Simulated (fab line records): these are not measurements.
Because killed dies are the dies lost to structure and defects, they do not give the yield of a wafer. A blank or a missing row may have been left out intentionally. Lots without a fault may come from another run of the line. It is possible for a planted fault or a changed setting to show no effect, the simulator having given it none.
Which tool is to blame?    flow n5Finfet    26 wafers from 10 lots sampled at 6 of the route's 1938 steps

WHAT THE GAUGES SHOWED, per wafer
N5_BEOL_M4_RC_MEAS_101.
lot   measured      on         DIBL_N (mV/V)   DIBL_P (mV/V)   IOFF_N (nA/um)  IOFF_P (nA/um)  ION_N (uA/um)  ION_P (uA/um)  SS_N (mV/dec)   SS_P (mV/dec)   VT_N (mV)    VT_P (mV)
L466  day 9 13:01   prober-01  33.9 35.4 35.7  34.2 35.7 36.5  0.12 0.16 0.17  0.17 0.19 0.21  659 677 694    451 457 467    71.3 71.1 70.8  73.7 73.4 73.6  252 250 246  -257 -253 -252
L467  day 9 15:42   prober-02  33.4 30.8 33.7  33.8 32.2 34.7  0.13 0.10 0.14  0.17 0.16 0.19  678 659 679    460 462 465    70.8 70.2 70.8  72.1 72.1 72.4  252 257 249  -251 -254 -253
L468  day 9 10:32   prober-01  38.5 39.2       37.1 37.9       0.18 0.21       0.22 0.24       671 679        458 458        72.7 71.8       73.8 73.9       247 248      -250 -246
L471  day 10 20:53  prober-02  37.0 36.6 34.1  39.5 38.0 35.2  0.18 0.17 0.13  0.26 0.23 0.19  667 674 660    465 460 463    72.0 71.6 71.6  74.1 74.1 72.9  252 248 254  -250 -251 -254
L474  day 11 00:42  prober-01  38.1 38.7 37.8  37.4 40.3 39.1  0.20 0.22 0.19  0.21 0.26 0.23  667 690 677    455 466 459    72.1 71.9 71.7  73.1 74.4 73.5  250 244 248  -252 -246 -252
L476  day 12 00:44  prober-02  34.0 36.6 33.7  32.1 35.7 32.3  0.13 0.18 0.12  0.18 0.24 0.18  666 673 665    458 470 460    71.1 72.5 70.4  72.2 73.2 72.5  253 246 253  -250 -246 -248
L477  day 12 09:06  prober-02  31.8 35.7 34.3  33.3 37.8 35.4  0.11 0.16 0.15  0.16 0.22 0.19  651 663 670    452 458 457    70.9 72.4 71.0  73.1 73.2 73.0  254 248 251  -254 -252 -253
L478  day 12 07:36  prober-02  37.4 40.8       37.5 40.8       0.16 0.24       0.22 0.28       669 692        457 470        71.3 72.7       73.8 74.1       252 244      -249 -248
L483  day 13 14:58  prober-01  36.3 32.1       35.1 30.5       0.14 0.09       0.19 0.14       669 651        457 450        71.1 69.7       73.5 72.0       251 258      -251 -256
L486  day 14 04:13  prober-01  36.3 36.5       35.8 36.5       0.16 0.16       0.18 0.19       681 684        460 460        71.5 71.9       72.7 73.1       248 253      -254 -252

WHICH TOOL RAN EACH LOT (tool, then ch and the chambers of the sampled wafers, then the start)
lot   N5_MOL_CONTACT_COAG_VIA_ETCH_117  N5_BEOL_M0_SAQP_PECVD_96        N5_BEOL_M0_SAQP_PECVD_97        N5_BEOL_M0_SAQP_PECVD_04        N5_BEOL_M0_SAQP_MANDREL_ETCH_103
L466  rieDiel-03 ch 0,1, day 5 09:07    pecvd-03 ch 0,1,2, day 5 14:22  pecvd-03 ch 0,1,2, day 5 14:24  pecvd-03 ch 0,1,2, day 5 14:26  rieSi-03 ch 2,3, day 5 17:29
L467  rieDiel-03 ch 2,3, day 5 13:56    pecvd-01 ch 0,1,2, day 5 20:13  pecvd-01 ch 0,1,2, day 5 20:16  pecvd-01 ch 0,1,2, day 5 20:19  rieSi-04 ch 1,2, day 5 23:55
L468  rieDiel-04 ch 0,2, day 5 19:49    pecvd-01 ch 0,1, day 6 02:22    pecvd-01 ch 0,1, day 6 02:26    pecvd-01 ch 0,1, day 6 02:29    rieSi-03 ch 0,2, day 6 05:07
L471  rieDiel-06 ch 1,2, day 6 11:16    pecvd-02 ch 0,1,2, day 6 17:40  pecvd-02 ch 0,1,2, day 6 17:43  pecvd-02 ch 0,1,2, day 6 17:45  rieSi-04 ch 1,2, day 6 20:20
L474  rieDiel-03 ch 0,1,3, day 7 05:52  pecvd-03 ch 1,2, day 7 12:59    pecvd-03 ch 1,2, day 7 13:02    pecvd-03 ch 1,2, day 7 13:05    rieSi-05 ch 2,3, day 7 16:19
L476  rieDiel-04 ch 0,2,3, day 7 18:55  pecvd-03 ch 1,2, day 7 23:55    pecvd-03 ch 1,2, day 7 23:58    pecvd-03 ch 1,2, day 8 00:00    rieSi-03 ch 1,2,3, day 8 02:22
L477  rieDiel-04 ch 0,2,3, day 8 03:35  pecvd-02 ch 0,1,2, day 8 09:19  pecvd-02 ch 0,1,2, day 8 09:22  pecvd-02 ch 0,1,2, day 8 09:24  rieSi-03 ch 0,3, day 8 13:01
L478  rieDiel-04 ch 0,2, day 8 06:20    pecvd-03 ch 1,2, day 8 12:25    pecvd-03 ch 1,2, day 8 12:28    pecvd-03 ch 1,2, day 8 12:31    rieSi-05 ch 1,3, day 8 15:23
L483  rieDiel-06 ch 0,2, day 9 12:50    pecvd-03 ch 0,1, day 9 20:53    pecvd-03 ch 0,1, day 9 20:56    pecvd-03 ch 0,1, day 9 20:58    rieSi-04 ch 1,3, day 9 23:52
L486  rieDiel-04 ch 0,3, day 10 09:48   pecvd-03 ch 0,2, day 10 15:17   pecvd-03 ch 0,2, day 10 15:20   pecvd-03 ch 0,2, day 10 15:23   rieSi-04 ch 1,2, day 10 17:47
- N5_MOL_CONTACT_COAG_VIA_ETCH_117: etches SiO2 in C4F6/O2, target depth 40 nm, overetch 8 nm, time 26 s.
- N5_BEOL_M0_SAQP_PECVD_96: deposits a-Si from SiH4/He, target thk 45 nm, time 45.2 s.
- N5_BEOL_M0_SAQP_PECVD_97: deposits SiNx from SiH4/NH3/N2, target thk 23 nm, time 19.9 s.
- N5_BEOL_M0_SAQP_PECVD_04: deposits a-Si from SiH4/He, target thk 60 nm, time 60.2 s.
- N5_BEOL_M0_SAQP_MANDREL_ETCH_103: etches a-Si in HBr/Cl2, stops on SiCN, target depth 45 nm, bt time 10 s, time 27 s.

WHAT THE TOOLS THEMSELVES READ (means of the sampled wafers that have a number; where no wafer has one, the mark that the record gives instead)
N5_MOL_CONTACT_COAG_VIA_ETCH_117.
lot   tool        drypumpMotorCurrentA (A)  oesProductAu (a.u.)  rfVppV (V)  showerheadPlenumPTorr (Torr)  throttleValvePct (%)
L466  rieDiel-03  5.6                       0.74                 1601        2.95                          41.3
L467  rieDiel-03  5.7                       0.76                 1587        2.77                          41.3
L468  rieDiel-04  5.9                       0.70                 1571        2.80                          41.5
L471  rieDiel-06  5.7                       0.76                 1602        2.99                          41.2
L474  rieDiel-03  5.7                       0.72                 1593        2.87                          41.4
L476  rieDiel-04  5.8                       0.67                 1567        2.82                          41.2
L477  rieDiel-04  5.8                       0.67                 1567        2.82                          41.2
L478  rieDiel-04  5.9                       0.68                 1570        2.79                          41.5
L483  rieDiel-06  5.3                       0.71                 1588        2.88                          41.0
L486  rieDiel-04  5.3                       0.68                 1558        2.81                          41.0

N5_BEOL_M0_SAQP_PECVD_96.
lot   tool      heaterPowerW (W)  runLengthS (s)  showerheadPlenumPTorr (Torr)  throttleValvePct (%)
L466  pecvd-03  730               81.3            5.72                          19.1
L467  pecvd-01  656               81.5            5.71                          17.4
L468  pecvd-01  559               81.8            5.75                          17.8
L471  pecvd-02  709               81.2            5.62                          18.4
L474  pecvd-03  664               81.4            5.75                          18.0
L476  pecvd-03  751               80.8            5.76                          17.3
L477  pecvd-02  732               81.2            5.63                          18.3
L478  pecvd-03  752               80.7            5.76                          17.6
L483  pecvd-03  712               84.9            5.70                          20.8
L486  pecvd-03  712               84.7            5.70                          19.1

N5_BEOL_M0_SAQP_PECVD_97.
lot   tool      heaterPowerW (W)  showerheadPlenumPTorr (Torr)  throttleValvePct (%)
L466  pecvd-03  630               5.20                          42
L467  pecvd-01  617               5.20                          38
L468  pecvd-01  580               5.25                          39
L471  pecvd-02  590               5.07                          40
L474  pecvd-03  604               5.26                          40
L476  pecvd-03  623               5.26                          38
L477  pecvd-02  657               5.07                          40
L478  pecvd-03  626               5.26                          39
L483  pecvd-03  600               5.19                          45
L486  pecvd-03  661               5.19                          42

N5_BEOL_M0_SAQP_PECVD_04.
lot   tool      heaterPowerW (W)  showerheadPlenumPTorr (Torr)  throttleValvePct (%)
L466  pecvd-03  710               5.71                          19.2
L467  pecvd-01  689               5.72                          17.5
L468  pecvd-01  543               5.75                          17.8
L471  pecvd-02  702               5.61                          18.3
L474  pecvd-03  723               5.75                          18.2
L476  pecvd-03  774               5.75                          17.2
L477  pecvd-02  712               5.62                          18.4
L478  pecvd-03  701               5.76                          17.8
L483  pecvd-03  670               5.70                          20.6
L486  pecvd-03  764               5.69                          19.1

N5_BEOL_M0_SAQP_MANDREL_ETCH_103.
lot   tool      drypumpMotorCurrentA (A)  oesProductAu (a.u.)  throttleValvePct (%)
L466  rieSi-03  6.1                       0.679                35.3
L467  rieSi-04  5.8                       0.687                35.1
L468  rieSi-03  5.9                       0.675                35.5
L471  rieSi-04  5.4                       0.683                35.1
L474  rieSi-05  5.7                       0.705                35.3
L476  rieSi-03  6.2                       0.681                35.4
L477  rieSi-03  5.7                       0.677                35.6
L478  rieSi-05  5.6                       0.708                35.5
L483  rieSi-04  5.4                       0.716                35.5
L486  rieSi-04  5.6                       0.718                35.0

THE ANSWER, worked out from the rows above alone
Rule: usual is defined by the lots themselves. Put in order of their means at a reading, lots are off if they are a third of the lots or fewer, leave a main group of 4 or more, and stand apart from it by a gap of 3 or more times the standard deviation of the main group's means; of several such gaps the widest counts. If all means in a main group match to the digits the tables above print for the reading, that group is not used. A lot without any number at a reading at which 4 lots or more have one is off too. Where the step has rows for the other lots, those lots are counted as sound. The gauges are gone through in route order, then the tools' own readings, and for those a lot's mean is taken as printed above. The first step at which some lot is off is used, and at that step the reading that is off furthest; a lot without a number counts as furthest.
Off: L483, L486, at N5_MOL_CONTACT_COAG_VIA_ETCH_117 (drypumpMotorCurrentA). The main group has a mean of 5.8 A with a standard deviation of 0.099.
A tool fits if, at that step or a process step before it, it ran every lot that is off, and no sound lot after the first of them. None of those tried fits.

WHAT THE SIMULATOR HAD PUT IN
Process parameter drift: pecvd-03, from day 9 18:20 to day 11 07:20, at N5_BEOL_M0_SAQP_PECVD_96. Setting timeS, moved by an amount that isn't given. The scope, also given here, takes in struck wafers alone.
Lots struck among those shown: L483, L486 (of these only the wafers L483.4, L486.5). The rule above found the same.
